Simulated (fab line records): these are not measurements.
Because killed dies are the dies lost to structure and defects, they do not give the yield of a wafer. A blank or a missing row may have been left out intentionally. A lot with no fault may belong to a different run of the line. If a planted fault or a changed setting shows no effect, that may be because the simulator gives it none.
Check of tool commonality    flow n5 finfet    8 lots, 23 wafers sampled

WHY THIS WAS OPENED
Flagged at N5_BEOL_M2_OCD_MEAS_38: reading trench depth nm, on 2 of 8 lots. Fault-free wafers read 55.5 nm, with a standard deviation of 0.91.
Rule: flag the lot when none of its wafers has a number, or when each of its wafers that has one lies beyond 4 standard deviations from that mean. The rest of the lots are taken to be sound.

lot   measured      on      trench depth nm (nm), wafer by wafer  flag
L622  day 8 00:21   ocd-01  0 0.2                                 FLAGGED
L623  day 8 11:34   ocd-02  0 0.5 0                               FLAGGED
L627  day 9 05:44   ocd-02  55.8 55.8 55.4                        
L628  day 9 10:46   ocd-02  56.2 56.7 54.3                        
L630  day 9 22:50   ocd-02  54.8 55.9 56.0                        
L632  day 10 04:58  ocd-01  56.3 54.8 55.6                        
L631  day 10 10:21  ocd-01  54.6 55.7 54.6                        
L638  day 11 18:53  ocd-02  55.8 56.2 54.9                        
On average the flagged lots' numbers are 0.1 nm, which is -55.4 nm against the usual, or -61 standard deviations.

LOT BY LOT: THE TOOL USED
4 process steps preceding the reading are held in the record, out of 1938 steps in the route. Every cell lists first the tool, next ch and the chambers used by the sampled wafers, and last the start.
lot   flag     N5_BEOL_M2_STRIP_19                 N5_BEOL_M2_ETCH_77                  N5_BEOL_M2_ETCH_70                  N5_BEOL_M2_TRENCH_ETCH_37
L622  FLAGGED  rie diel-03 ch 0,3, day 7 18:17     rie diel-03 ch 2,3, day 7 19:40     rie diel-01 ch 1,3, day 7 23:59     rie diel-01 ch 1,3, day 8 00:11
L623  FLAGGED  rie diel-01 ch 0,1, day 7 23:28     rie diel-01 ch 0,1,2, day 8 00:21   rie diel-01 ch 0,1,3, day 8 11:12   rie diel-01 ch 0,1,3, day 8 11:24
L627           rie diel-06 ch 1,2,3, day 9 01:41   rie diel-06 ch 0,1, day 9 02:45     rie diel-01 ch 0,2,3, day 9 05:22   rie diel-01 ch 0,2,3, day 9 05:35
L628           rie diel-01 ch 2,3, day 9 01:51     rie diel-06 ch 0,3, day 9 02:52     rie diel-03 ch 0,2,3, day 9 10:24   rie diel-03 ch 0,2,3, day 9 10:37
L630           rie diel-01 ch 0,1, day 9 21:03     rie diel-06 ch 0,1,3, day 9 21:43   rie diel-01 ch 0,1,2, day 9 22:28   rie diel-01 ch 0,1,2, day 9 22:40
L632           rie diel-01 ch 0,2,3, day 9 23:47   rie diel-03 ch 0,1,3, day 10 00:20  rie diel-01 ch 0,1,3, day 10 04:37  rie diel-01 ch 0,1,3, day 10 04:49
L631           rie diel-03 ch 0,1,3, day 9 21:36   rie diel-03 ch 1,2,3, day 9 22:19   rie diel-01 ch 1,2,3, day 10 09:59  rie diel-01 ch 1,2,3, day 10 10:11
L638           rie diel-06 ch 0,2,3, day 11 09:16  rie diel-01 ch 0,1,3, day 11 10:26  rie diel-01 ch 0,2, day 11 18:31    rie diel-01 ch 0,2, day 11 18:43
What the steps here do:
- N5_BEOL_M2_STRIP_19: strips in O2.
- N5_BEOL_M2_ETCH_77: etches underlayer in N2/H2, target depth 6.5 nm, time 5.2 s.
- N5_BEOL_M2_ETCH_70: etches SOC in N2/H2, target depth 80 nm, overetch 24 nm, time 130 s.
- N5_BEOL_M2_TRENCH_ETCH_37: etches SiOC in C4F6/O2, target depth 55.555 nm, time 29.2 s.
- N5_BEOL_M2_OCD_MEAS_38

FLAGGED AGAINST TOTAL, ONE TOOL AT A TIME (gauges that did the reading follow at the end)
step                       tool         lots run  flagged  share of the flagged lots  sound lots run after its first flagged lot
N5_BEOL_M2_STRIP_19        rie diel-01  4         1        some                       3 (L628,L630,L632)
N5_BEOL_M2_STRIP_19        rie diel-03  2         1        some                       1 (L631)
N5_BEOL_M2_STRIP_19        rie diel-06  2         0        none                       -
N5_BEOL_M2_ETCH_77         rie diel-01  2         1        some                       1 (L638)
N5_BEOL_M2_ETCH_77         rie diel-03  3         1        some                       2 (L631,L632)
N5_BEOL_M2_ETCH_77         rie diel-06  3         0        none                       -
N5_BEOL_M2_ETCH_70         rie diel-01  7         2        all                        5 (L627,L630,L632,L631,L638)
N5_BEOL_M2_ETCH_70         rie diel-03  1         0        none                       -
N5_BEOL_M2_TRENCH_ETCH_37  rie diel-01  7         2        all                        5 (L627,L630,L632,L631,L638)
N5_BEOL_M2_TRENCH_ETCH_37  rie diel-03  1         0        none                       -
N5_BEOL_M2_OCD_MEAS_38     ocd-01       3         1        some                       2 (L632,L631)
N5_BEOL_M2_OCD_MEAS_38     ocd-02       5         1        some                       4 (L627,L628,L630,L638)

WHAT THE TABLE PERMITS
Table rows that saw every flagged lot: 2, namely rie diel-01 at N5_BEOL_M2_ETCH_70 and rie diel-01 at N5_BEOL_M2_TRENCH_ETCH_37.
- rie diel-01 at N5_BEOL_M2_ETCH_70: 2 of its 7 lots flagged. After the first flagged lot (L627, L630, L632, L631, L638), sound lots still ran on it; a lasting fault on the whole tool would not permit that.
- rie diel-01 at N5_BEOL_M2_TRENCH_ETCH_37: 2 of its 7 lots flagged. After the first flagged lot (L627, L630, L632, L631, L638), sound lots still ran on it; a lasting fault on the whole tool would not permit that. On the flagged lots its readings are blank where sound lots have values: C4F6_flow_sccm, O2_flow_sccm, drypump motor current A, oes product au and 3 more.
Every row of the table either missed a flagged lot or ran a sound lot after the first.

WHAT THE SIMULATOR HAD INSERTED
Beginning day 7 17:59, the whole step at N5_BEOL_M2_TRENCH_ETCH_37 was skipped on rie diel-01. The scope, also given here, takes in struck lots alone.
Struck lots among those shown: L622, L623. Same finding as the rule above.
